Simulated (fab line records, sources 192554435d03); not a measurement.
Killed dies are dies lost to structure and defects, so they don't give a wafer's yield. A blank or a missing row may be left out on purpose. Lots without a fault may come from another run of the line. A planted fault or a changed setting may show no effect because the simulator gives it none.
Chamber matching | flow n5_finfet | N5_MOL_CONTACT_COAG_ETCHBACK_132 on rie_diel-03: 4 sister chambers
The step etches SiO2 in CHF3, target depth 10 nm, time 6.7 s. 18 wafers are shown with their chamber, then 9 later ones without.

WAFERS WITH THEIR CHAMBER
wafer  | chamber | rf_vpp_V (V) | showerhead_plenum_p_Torr (Torr) | throttle_valve_pct (%)
L074.3 | 3       | 495          | 2.26                            | 18.96
L074.4 | 1       | 524          | 2.41                            | 18.32
L074.5 | 3       | 497          | 2.26                            | 18.97
L080.3 | 2       | 537          | 2.40                            | 18.45
L080.4 | 3       | 497          | 2.26                            | 19.00
L080.5 | 1       | 523          | 2.40                            | 18.35
L083.2 | 1       | 523          | 2.40                            | 18.35
L083.5 | 1       | 524          | 2.40                            | 18.36
L083.6 | 0       | 530          | 2.36                            | 18.56
L084.1 | 2       | 537          | 2.39                            | 18.48
L084.3 | 1       | 525          | 2.40                            | 18.37
L084.4 | 2       | 535          | 2.39                            | 18.46
L088.1 | 0       | 530          | 2.35                            | 18.57
L088.3 | 1       | 523          | 2.39                            | 18.39
L088.4 | 0       | 529          | 2.35                            | 18.56
L089.1 | 2       | 536          | 2.39                            | 18.49
L089.4 | 0       | 529          | 2.35                            | 18.58
L089.5 | 2       | 536          | 2.39                            | 18.49

SIGNATURES (means of the wafers above)
reading                  | chamber 0 | chamber 1 | chamber 2 | chamber 3 | scatter within a chamber
rf_vpp_V                 | 529.50    | 523.67    | 536.20    | 496.33    | 0.837
showerhead_plenum_p_Torr | 2.3525    | 2.4000    | 2.3920    | 2.2600    | 0.00504
throttle_valve_pct       | 18.5675   | 18.3567   | 18.4740   | 18.9767   | 0.0193
Rule: a wafer's distance from a chamber is the root of the sum, over the readings, of the square of ((its reading less the chamber's mean) divided by the reading's scatter). The wafer belongs to the nearest chamber; if the next one is less than 2 further off, it can't be placed. The scatter: the root of (the sum of the squares of (reading less its chamber's mean) over the shown wafers, divided by (wafers less chambers)).

WAFERS WITHOUT THEIR CHAMBER
wafer  | rf_vpp_V (V) | showerhead_plenum_p_Torr (Torr) | throttle_valve_pct (%)
L092.2 | 535          | 2.39                            | 18.50
L092.3 | 529          | 2.35                            | 18.58
L092.4 | 524          | 2.39                            | 18.41
L093.1 | 524          | 2.39                            | 18.40
L093.3 | 506          | 2.54                            | 18.61
L093.6 | 535          | 2.38                            | 18.50
L095.1 | 530          | 2.35                            | 18.58
L095.3 | 537          | 2.38                            | 18.51
L095.4 | 504          | 2.54                            | 18.63

WHICH CHAMBER EACH WENT THROUGH
wafer  | from the rows above | in truth
L092.2 | 2                   | 2
L092.3 | 0                   | 0
L092.4 | 1                   | 1
L093.1 | 1                   | 1
L093.3 | 1                   | 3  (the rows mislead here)
L093.6 | 2                   | 2
L095.1 | 0                   | 0
L095.3 | 2                   | 2
L095.4 | 1                   | 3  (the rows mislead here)
Placed correctly: 7 of 9. Can't be placed from these rows: 0. Placed wrongly: 2.
